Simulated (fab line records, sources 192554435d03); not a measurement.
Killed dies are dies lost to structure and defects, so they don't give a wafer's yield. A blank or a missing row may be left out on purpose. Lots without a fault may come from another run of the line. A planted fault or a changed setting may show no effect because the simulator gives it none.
fab line records | flow n5_finfet
record lots=7 wafers=21 last_day=18
route steps=1938 shown STI_FIN_REVEAL@184
lots that met no fault: from a run of the same line without faults
start_h: hours from the record's first day to the start of the lot's first wafer shown | wait_h: hours since the lot's step before | " the same as in the row above | L1.1+2: a row that stands for several wafers | - no value, or no start given | * or withheld: withheld | < > ~ a bound
route shown NAME@n: a module of which the file shows steps, and the number in the route of the first | usual: mean/standard deviation of fault-free wafers | same: alike in all rows | chamber/n: place in a boat | sites: the reading at each site | _std_site: their standard deviation | _edge_site: outer sites' mean less inner sites' | radius_mm: how far each site lies from the wafer's centre | mask NAME#n: copy n | behind: the tool/chamber that last shaped the wafer | hold: why the lot was held/for how many hours/how that ended | device: the transistor (n, p or np) that didn't switch | end of line: the same wafers' tests at the end of the route | a step without rows: its recipe alone | killed: dies lost to structure and defects at the first sort, not the wafer's yield | map: a wafer's dies, x killed, . not, _ none there
set.NAME: the setting as run; set.NAME@STEP: as run at that earlier step | model.NAME: the simulator's own value behind a step, which no gauge read
lots at some steps of the route; a table a step, a row a wafer
services: from which hour (start_h, from the record's first day; less than 0 if before it) a tool's chamber was out of use, for how many hours, and why
## steps
# step N5_STI_FIN_REVEAL_ALD_14
# recipe material=Si3N4 target_thk_a=30 temp_c=400 ald_precursor_family=SiH2I2 ald_co_reactant=N2/H2-plasma pressure_torr=2
# step N5_STI_FIN_REVEAL_FCVD_FILL_01
# recipe material=SiO2_flowable target_thk_a=3120 temp_c=100 pressure_torr=0.8 rf_w=2000 time_s=512.2
# step N5_STI_FIN_REVEAL_DENSIFY_02
# recipe temp_c=650 ambient=steam time_s=1800 idle_temp_c=400 densification_p_h2o_torr=640
# step N5_STI_FIN_REVEAL_CMP_04
# recipe stop_on=Si3N4 t_overpolish_s=4 down_force_psi=2 platen_rpm=54.18 post_cmp_clean=alkaline_brush pad_velocity_m_s=1.078 target_thk_nm=131.83
# step N5_STI_FIN_REVEAL_THK_MEAS_05
# usual thk_nm=131.8/1.1
# columns lot.wafer tool chamber start_h wait_h thk_nm
L604.2 film_metro-01 - 98.36 - 131.6
L604.3 " - " " 133.0
L604.5 " - " " 132.7
L605.1 film_metro-01 - 99.78 - 132.3
L605.5 " - " " 132.2
L605.6 " - " " 130.8
L606.4 film_metro-01 - 106.51 - 131.4
L606.5 " - " " 131.4
L606.6 " - " " 132.6
L607.2 film_metro-01 - 112.29 - 130.8
L607.3 " - " " 132.7
L607.6 " - " " 130.2
L609.1 film_metro-01 - 126.37 - 131.9
L609.2 " - " " 132.5
L609.5 " - " " 133.3
L613.1 film_metro-01 - 147.37 - 134.0
L613.3 " - " " 132.1
L613.6 " - " " 132.3
L614.1 film_metro-01 - 153.95 - 132.0
L614.2 " - " " 131.7
L614.6 " - " " 131.9
# step N5_STI_FIN_REVEAL_DENSIFY_30
# recipe temp_c=* time_s=* ambient=N2 idle_temp_c=600 ramp_up_c_per_s=150 ramp_down_c_per_s=60 cool_to_c=600
# step N5_STI_FIN_REVEAL_ETCHBACK_08
# recipe chemistry=C4F6/O2 target=SiO2 target_depth_a=305 time_s=10.167 ion_energy_ev=250 pressure_mtorr=30 source_w=345 bias_w=185 Ar_flow_sccm=300 C4F6_flow_sccm=10 O2_flow_sccm=10
# usual O2_flow_sccm=9.998/0.029 drypump_motor_current_A=5.7/0.43 oes_product_au=0.82/0.072 rf_fwd_power_W=341.4/1.5 rf_vpp_V=666/14 showerhead_plenum_p_Torr=2.84/0.087 throttle_valve_pct=21.14/0.17
# columns lot.wafer tool chamber start_h wait_h O2_flow_sccm drypump_motor_current_A oes_product_au rf_fwd_power_W rf_hours_counter_h rf_vpp_V showerhead_plenum_p_Torr throttle_valve_pct
L604.2 rie_diel-02 0 98.68 0.2 10.048 5.2 0.73 342.6 166 666 2.85 21.27
L604.3 " 1 " " 9.983 6.1 0.80 341.3 108 657 2.76 21.22
L604.5 " 2 " " 10.051 5.7 0.94 341.0 - 639 2.81 21.33
L605.1 rie_diel-01 3 100.07 0.2 9.968 6.2 0.81 341.6 81 682 2.78 21.11
L605.5 " 3 " " 10.029 6.2 0.81 341.0 - 681 2.78 21.09
L605.6 " 2 " " 10.002 5.6 0.81 339.1 - 678 2.88 21.09
L606.4 rie_diel-02 1 106.87 0.1 9.967 6.1 0.79 340.8 112 659 2.75 21.23
L606.5 " 3 " " 10.035 5.9 0.78 341.5 - 682 2.99 20.84
L606.6 " 2 " " 10.072 5.7 0.93 341.6 - 637 2.81 21.33
L607.2 rie_diel-01 2 112.67 0.2 9.980 5.7 0.81 340.1 97 679 2.87 21.12
L607.3 " 0 " " 10.008 6.2 0.89 342.2 36 643 2.79 21.14
L607.6 " 2 " " 10.024 5.7 0.81 340.9 - 679 2.87 21.10
L609.1 rie_diel-04 0 126.91 0.5 9.981 6.1 0.91 338.2 18 667 2.81 21.18
L609.2 " 3 " " 10.022 5.5 0.88 340.1 35 678 2.93 21.27
L609.5 " 1 " " 9.944 5.4 0.79 341.9 - 656 2.74 21.13
L613.1 rie_diel-02 0 147.61 0.2 9.969 5.2 0.71 341.9 183 666 2.85 21.30
L613.3 " 2 " " 10.061 5.7 0.89 340.4 37 637 2.80 21.37
L613.6 " 3 " " 9.983 5.9 0.77 342.2 - 682 2.99 20.87
L614.1 rie_diel-04 1 154.31 0.2 10.014 5.4 0.76 341.6 130 656 2.74 21.11
L614.2 " 0 " " 9.989 6.1 0.90 341.3 27 667 2.81 21.17
L614.6 " 3 " " 10.000 5.5 0.85 340.0 - 677 2.92 21.26
# step N5_STI_FIN_REVEAL_STRIP_24
# recipe chemistry=N2/H2 time_s=90 power_w=100 temp_c=40 pressure_mtorr=100 rf_frequency_hz=6e+07 bias_power_w=3 n2_flow_sccm=300 h2_flow_sccm=300
# usual drypump_motor_current_A=5.7/0.43 oes_product_au=0.82/0.072 rf_vpp_V=45.3/0.9 showerhead_plenum_p_Torr=3.35/0.1 throttle_valve_pct=12.12/0.22
# columns lot.wafer tool chamber start_h wait_h drypump_motor_current_A oes_product_au rf_hours_counter_h rf_vpp_V showerhead_plenum_p_Torr throttle_valve_pct
L604.2 rie_diel-02 0 98.72 0.0 5.3 0.72 166 44.5 3.37 12.37
L604.3 " 1 " " 6.2 0.78 108 45.3 3.24 12.12
L604.5 " 2 " " 5.7 0.95 - 45.1 3.34 12.34
L605.1 rie_diel-01 3 100.11 0.0 6.2 0.82 81 45.3 3.28 12.02
L605.5 " 3 " " 6.2 0.81 - 44.5 3.28 12.02
L605.6 " 2 " " 5.6 0.81 - 45.6 3.42 12.23
L606.4 rie_diel-02 1 106.90 0.0 6.1 0.79 112 44.4 3.24 12.12
L606.5 " 3 " " 5.9 0.79 - 45.5 3.55 11.87
L606.6 " 2 " " 5.7 0.93 - 43.3 3.33 12.34
L607.2 rie_diel-01 2 112.71 0.0 5.6 0.81 97 44.9 3.42 12.24
L607.3 " 0 " " 6.2 0.87 36 45.5 3.29 11.99
L607.6 " 2 " " 5.6 0.81 - 44.9 3.42 12.24
L609.1 rie_diel-04 0 126.95 0.0 6.2 0.91 18 45.7 3.30 11.91
L609.2 " 3 " " 5.5 0.87 35 45.4 3.41 11.91
L609.5 " 1 " " 5.4 0.78 - 45.2 3.28 12.35
L613.1 rie_diel-02 0 147.65 0.0 5.3 0.71 183 45.0 3.36 12.40
L613.3 " 2 " " 5.7 0.91 37 44.2 3.32 12.40
L613.6 " 3 " " 5.9 0.78 - 46.7 3.54 11.92
L614.1 rie_diel-04 1 154.35 0.0 5.4 0.76 130 45.0 3.28 12.38
L614.2 " 0 " " 6.2 0.90 27 45.5 3.30 11.94
L614.6 " 3 " " 5.5 0.85 - 45.4 3.41 11.93
# step N5_STI_FIN_REVEAL_PRECLEAN_25
# recipe chemistry=SPM time_s=90 temp_c=120 mix=4:1
# step N5_STI_FIN_REVEAL_PRECLEAN_26
# recipe chemistry=SC1 time_s=45 temp_c=46 mix=1:2:100
# step N5_STI_FIN_REVEAL_PRECLEAN_29
# recipe chemistry=DHF time_s=30 temp_c=25 dilution=300:1
# step N5_STI_FIN_REVEAL_SRD_12
# recipe time_s=30 temp_c=23 rinse_liquid=diw dry=ipa_marangoni
# step N5_STI_FIN_REVEAL_RECESS_09
# recipe chemistry=HF/NH3 target=SiO2 afs_cycles=11 target_depth_a=425 temp_c=30 sublimation_temp_c=180 sublimation_time_s=60
# usual drypump_motor_current_A=5.78/0.25
# columns lot.wafer tool chamber start_h wait_h drypump_motor_current_A
L604.2 vapor_etch-01 0 98.93 0.0 5.93
L604.3 " 1 " " 5.97
L604.5 " 0 " " 5.90
L605.1 vapor_etch-02 0 100.32 0.0 5.90
L605.5 " 0 101.38 1.1 5.88
L605.6 " 1 " " 5.38
L606.4 vapor_etch-02 0 107.65 0.6 5.90
L606.5 " 0 " " 5.90
L606.6 " 1 " " 5.34
L607.2 vapor_etch-02 0 112.92 0.0 5.88
L607.3 " 0 " " 5.88
L607.6 " 0 " " 5.89
L609.1 vapor_etch-02 0 127.16 0.0 5.89
L609.2 " 1 " " 5.36
L609.5 " 0 128.22 1.1 5.90
L613.1 vapor_etch-01 0 147.87 0.0 5.89
L613.3 " 1 " " 5.99
L613.6 " 1 " " 5.98
L614.1 vapor_etch-01 0 154.63 0.0 5.94
L614.2 " 1 " " 5.99
L614.6 " 1 155.69 1.1 6.01
# step N5_STI_FIN_REVEAL_STRIP_16
# recipe chemistry=H3PO4 material=SiNx temp_c=165 target_depth_a=238 overetch_fraction=0.4964 dry=ipa_marangoni
# step N5_STI_FIN_REVEAL_PRECLEAN_17
# recipe chemistry=NF3:NH3 afs_cycles=1 temp_c=30 time_s=20 sublimation_temp_c=180 sublimation_time_s=60 pressure_torr=3 rf_power_w=30
# step N5_STI_FIN_REVEAL_ETCH_34
# recipe chemistry=H2 mode=isotropic material=Si target=Si target_depth_a=9.7 temp_c=20 pressure_mtorr=4.5 icp_w=300 bias_w=0 h2_flow_sccm=7.5 he_flow_sccm=142.5
# usual drypump_motor_current_A=5.7/0.48 he_backside_leak_sccm=2.8/0.42 oes_product_au=1.001/0.018 rf_fwd_power_W=296.1/1.5 throttle_valve_pct=25.4/0.5
# columns lot.wafer tool chamber start_h wait_h drypump_motor_current_A he_backside_leak_sccm oes_product_au rf_fwd_power_W rf_hours_counter_h throttle_valve_pct
L604.2 rie_si-05 0 101.04 0.2 6.1 2.8 0.985 291.6 176 26.0
L604.3 " 2 " " 5.3 2.9 1.013 295.6 46 24.9
L604.5 " 3 " " 6.0 2.8 1.029 297.2 - 25.6
L605.1 rie_si-05 2 102.41 0.2 5.3 2.9 1.008 296.9 46 24.9
L605.5 " 1 " " 6.0 3.0 1.030 294.7 - 24.6
L605.6 " 2 " " 5.3 2.9 1.004 297.8 - 24.9
L606.4 rie_si-04 0 109.24 0.1 5.6 2.5 0.971 297.1 28 25.8
L606.5 " 0 " " 5.6 2.6 0.967 296.2 - 25.8
L606.6 " 1 " " 6.1 2.9 0.997 297.5 - 25.7
L607.2 rie_si-04 1 115.03 0.2 6.1 2.7 1.003 298.3 16 25.7
L607.3 " 0 " " 5.7 2.5 0.963 296.8 28 25.8
L607.6 " 3 " " 5.5 2.9 0.992 297.6 - 25.0
L609.1 rie_si-05 3 129.26 0.2 6.0 2.8 1.010 298.1 169 25.7
L609.2 " 1 " " 6.1 5.8 1.027 294.5 109 24.6
L609.5 " 0 " " 6.1 2.7 0.964 292.9 - 26.0
L613.1 rie_si-06 0 150.02 0.2 6.6 2.9 0.995 295.3 13 25.6
L613.3 " 2 " " 5.0 2.8 1.022 295.7 32 26.4
L613.6 " 3 " " 6.1 3.2 1.005 294.2 - 25.5
L614.1 rie_si-06 2 156.74 0.2 5.0 2.7 1.008 294.7 32 26.4
L614.2 " 0 " " 6.6 2.8 0.978 294.9 13 25.6
L614.6 " 1 " " 5.1 2.1 1.015 296.7 - 25.6
# step N5_STI_FIN_REVEAL_OXIDATION_31
# recipe chemistry=O2_PLASMA_REMOTE temp_c=150 time_s=20 pressure_mtorr=1000 source_power_w=2000 o2_flow_sccm=3000
# usual drypump_motor_current_A=5.4/0.53 heater_power_w=154/13 rf_fwd_power_W=1976/9.2
# columns lot.wafer tool chamber start_h wait_h drypump_motor_current_A heater_power_w rf_fwd_power_W rf_hours_counter_h
L604.2 plasma_asher-01 0 101.10 0.0 6.0 137 1984 38
L604.3 " 0 " " 6.0 140 1990 -
L604.5 " 1 " " 4.7 148 1980 -
L605.1 plasma_asher-02 1 102.52 0.1 5.9 155 1965 95
L605.5 " 0 " " 5.1 168 1983 -
L605.6 " 1 " " 5.9 155 1966 -
L606.4 plasma_asher-01 0 109.32 0.1 6.0 137 1982 -
L606.5 " 0 " " 6.0 139 1991 -
L606.6 " 1 " " 4.7 142 1982 -
L607.2 plasma_asher-02 1 115.09 0.0 5.9 155 1980 98
L607.3 " 1 " " 5.9 148 1970 -
L607.6 " 0 " " 5.1 171 1967 -
L609.1 plasma_asher-02 0 129.32 0.0 5.1 172 1980 101
L609.2 " 1 " " 5.9 157 1963 101
L609.5 " 1 " " 5.9 151 1958 -
L613.1 plasma_asher-02 1 150.11 0.1 5.9 153 1963 105
L613.3 " 0 " " 5.1 174 1977 -
L613.6 " 1 " " 5.9 154 1957 -
L614.1 plasma_asher-01 0 156.80 0.0 6.0 139 1986 49
L614.2 " 1 " " 4.7 145 1976 49
L614.6 " 0 " " 6.0 137 1985 -
# step N5_STI_FIN_REVEAL_PRECLEAN_32
# recipe chemistry=NF3:NH3 afs_cycles=1 temp_c=30 time_s=20 sublimation_temp_c=180 sublimation_time_s=60 pressure_torr=3 rf_power_w=30
# step N5_STI_FIN_REVEAL_STRIP_35
# recipe chemistry=H3PO4 material=Si3N4 temp_c=165 target_depth_a=40 time_s=39
# step N5_STI_FIN_REVEAL_SRD_21
# recipe dry=ipa_marangoni time_s=30 temp_c=23 rinse_liquid=diw
# step N5_STI_FIN_REVEAL_OXIDATION_33
# recipe chemistry=O2_PLASMA_REMOTE temp_c=150 time_s=20 pressure_mtorr=1000 source_power_w=2000 o2_flow_sccm=3000
# usual drypump_motor_current_A=5.4/0.56 heater_power_w=151/13 rf_fwd_power_W=1980/11
# columns lot.wafer tool chamber start_h wait_h drypump_motor_current_A heater_power_w rf_fwd_power_W rf_hours_counter_h
L604.2 plasma_asher-01 1 101.45 0.0 4.7 142 1989 38
L604.3 " 0 " " 6.0 138 1996 -
L604.5 " 1 " " 4.7 142 1986 -
L605.1 plasma_asher-02 0 102.88 0.0 5.1 170 1970 95
L605.5 " 0 " " 5.1 172 1992 -
L605.6 " 1 " " 5.9 147 1974 -
L606.4 plasma_asher-01 0 109.68 0.0 6.0 136 1985 -
L606.5 " 1 " " 4.7 143 1983 -
L606.6 " 0 " " 6.0 133 1994 -
L607.2 plasma_asher-01 1 115.45 0.0 4.7 145 1984 41
L607.3 " 1 " " 4.7 145 1983 -
L607.6 " 0 " " 6.0 137 1999 -
L609.1 plasma_asher-02 0 129.67 0.0 5.1 169 1981 101
L609.2 " 1 " " 5.9 156 1965 101
L609.5 " 0 " " 5.1 177 1997 -
L613.1 plasma_asher-01 0 150.46 0.0 6.0 133 1987 47
L613.3 " 0 " " 6.0 137 1992 -
L613.6 " 1 " " 4.7 146 1987 -
L614.1 plasma_asher-02 0 157.15 0.0 5.1 172 1967 106
L614.2 " 1 " " 5.9 153 1966 106
L614.6 " 1 " " 5.9 152 1968 -
# step N5_STI_FIN_REVEAL_CLEAN_19
# recipe chemistry=O3/DIW temp_c=25 time_s=120 o3_ppm=10
# step N5_STI_FIN_REVEAL_SRD_23
# recipe dry=ipa_marangoni time_s=30 temp_c=23 rinse_liquid=diw
# step N5_STI_FIN_REVEAL_CD_MEAS_22
# recipe target_cd_nm=6.238 pitch_nm=28 polarity=line
# usual cd_nm=6.25/0.28
# columns lot.wafer tool chamber start_h wait_h cd_nm
L604.2 cd_sem-01 - 101.62 0.0 6.71
L604.3 " - " " 6.24
L604.5 " - " " 6.09
L605.1 cd_sem-02 - 103.04 0.0 6.34
L605.5 " - " " 6.34
L605.6 " - " " 6.26
L606.4 cd_sem-03 - 109.83 0.0 6.62
L606.5 " - " " 6.21
L606.6 " - " " 6.58
L607.2 cd_sem-02 - 115.61 0.0 6.47
L607.3 " - " " 6.49
L607.6 " - " " 6.02
L609.1 cd_sem-02 - 129.85 0.0 6.37
L609.2 " - " " 6.50
L609.5 " - " " 6.25
L613.1 cd_sem-02 - 150.68 0.0 5.78
L613.3 " - " " 6.58
L613.6 " - " " 6.36
L614.1 cd_sem-02 - 157.40 0.0 6.38
L614.2 " - " " 5.73
L614.6 " - " " 5.99
# step N5_STI_FIN_REVEAL_FIN_H_MEAS_10
# usual trench_depth_nm=52.1/0.62
# columns lot.wafer tool chamber start_h wait_h trench_depth_nm
L604.2 ocd-01 - 101.65 0.0 51.5
L604.3 " - " " 52.6
L604.5 " - " " 52.0
L605.1 ocd-02 - 103.07 0.0 52.7
L605.5 " - " " 51.7
L605.6 " - " " 52.2
L606.4 ocd-01 - 109.86 0.0 55.6
L606.5 " - " " 55.3
L606.6 " - " " 55.7
L607.2 ocd-01 - 115.64 0.0 56.3
L607.3 " - " " 56.0
L607.6 " - " " 56.4
L609.1 ocd-02 - 129.88 0.0 56.5
L609.2 " - " " 55.8
L609.5 " - " " 56.5
L613.1 ocd-02 - 150.71 0.0 51.0
L613.3 " - " " 53.0
L613.6 " - " " 52.0
L614.1 ocd-02 - 157.43 0.0 50.7
L614.2 " - " " 51.7
L614.6 " - " " 51.1
# step N5_STI_FIN_REVEAL_PRECLEAN_18
# recipe chemistry=SC2 time_s=45 temp_c=35 mix=1:1:50
## services
# columns tool chamber start_h hours kind
rie_diel-04 2 85.92 7.1 repair
rie_si-04 3 86.45 2.3 repair
rie_diel-01 0 90.34 2.5 repair
rie_diel-04 - 93.97 28.1 pm
vapor_etch-01 0 112.75 10.5 repair
rie_diel-01 3 123.27 6.5 repair
rie_diel-02 0 128.23 12.0 repair
rie_diel-04 - 131.45 0.3 repair
## key
first_sign step=N5_STI_FIN_REVEAL_FIN_H_MEAS_10 reading=trench_depth_nm direction=up sigmas=6.3 usual=52.1 struck=56.0
effect none on later readings
met_at N5_STI_FIN_REVEAL_RECESS_09
struck_wafers L606.4,L606.5,L606.6,L607.2,L607.3,L607.6,L609.1,L609.2,L609.5
rows_end L606.4,L606.5,L606.6,L607.2,L607.3,L607.6,L609.1,L609.2,L609.5
onset_between 100.32 107.65
fault kind=process_parameter_drift tool=vapor_etch-02 chamber=- onset_h=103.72 steps=N5_STI_FIN_REVEAL_RECESS_09 channel=target_depth_a offset=37.673 shape=step acts_in=these_recipes_only stated=425
# rows_end: these wafers met a further fault down the route, and their rows from its step on are left out
